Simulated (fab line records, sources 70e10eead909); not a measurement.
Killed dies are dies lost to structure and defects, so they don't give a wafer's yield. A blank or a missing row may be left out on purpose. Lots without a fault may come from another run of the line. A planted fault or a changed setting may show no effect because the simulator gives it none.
Chamber matching | flow nand_harc | NHARC_P_M2_DEP_33 on pecvd-01: 3 sister chambers
The step deposits SiCN, target thk 30 nm. 3 wafers are shown with their chamber, then 12 later ones without.

WAFERS WITH THEIR CHAMBER
wafer  | chamber | heater_power_w (W)
L082.5 | 0       | 693
L089.2 | 2       | 611
L089.4 | 1       | 563

WAFERS WITHOUT THEIR CHAMBER
wafer  | heater_power_w (W)
L090.1 | 634
L090.2 | 711
L090.6 | 554
L093.3 | 739
L093.4 | 736
L093.5 | 548
L096.1 | 736
L096.2 | 649
L096.5 | 742
L097.2 | 739
L097.4 | 533
L097.6 | 723

WHICH CHAMBER EACH WENT THROUGH
wafer  | from the rows above          | in truth
L090.1 | can't be placed: 2 or 0 or 1 | 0
L090.2 | 0                            | 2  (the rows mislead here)
L090.6 | can't be placed: 1 or 2      | 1
L093.3 | 0                            | 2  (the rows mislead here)
L093.4 | 0                            | 0
L093.5 | can't be placed: 1 or 2      | 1
L096.1 | 0                            | 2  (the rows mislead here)
L096.2 | can't be placed: 2 or 0 or 1 | 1
L096.5 | 0                            | 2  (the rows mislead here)
L097.2 | 0                            | 0
L097.4 | can't be placed: 1 or 2      | 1
L097.6 | 0                            | 0
Placed correctly: 3 of 12. Can't be placed from these rows: 5 (the true chamber is among the candidates in 5). Placed wrongly: 4.
How it was worked out, from the rows above alone: a wafer's distance from a chamber is the root of the sum, over the readings, of the square of ((its reading less the chamber's mean) divided by the reading's scatter). The wafer belongs to the nearest chamber; if the next one is less than 2 further off, it can't be placed. A chamber's mean is the mean of its shown wafers. The scatter: with one shown wafer a chamber, the root of the mean of the squares of how far each hidden wafer lies from its nearest shown one.
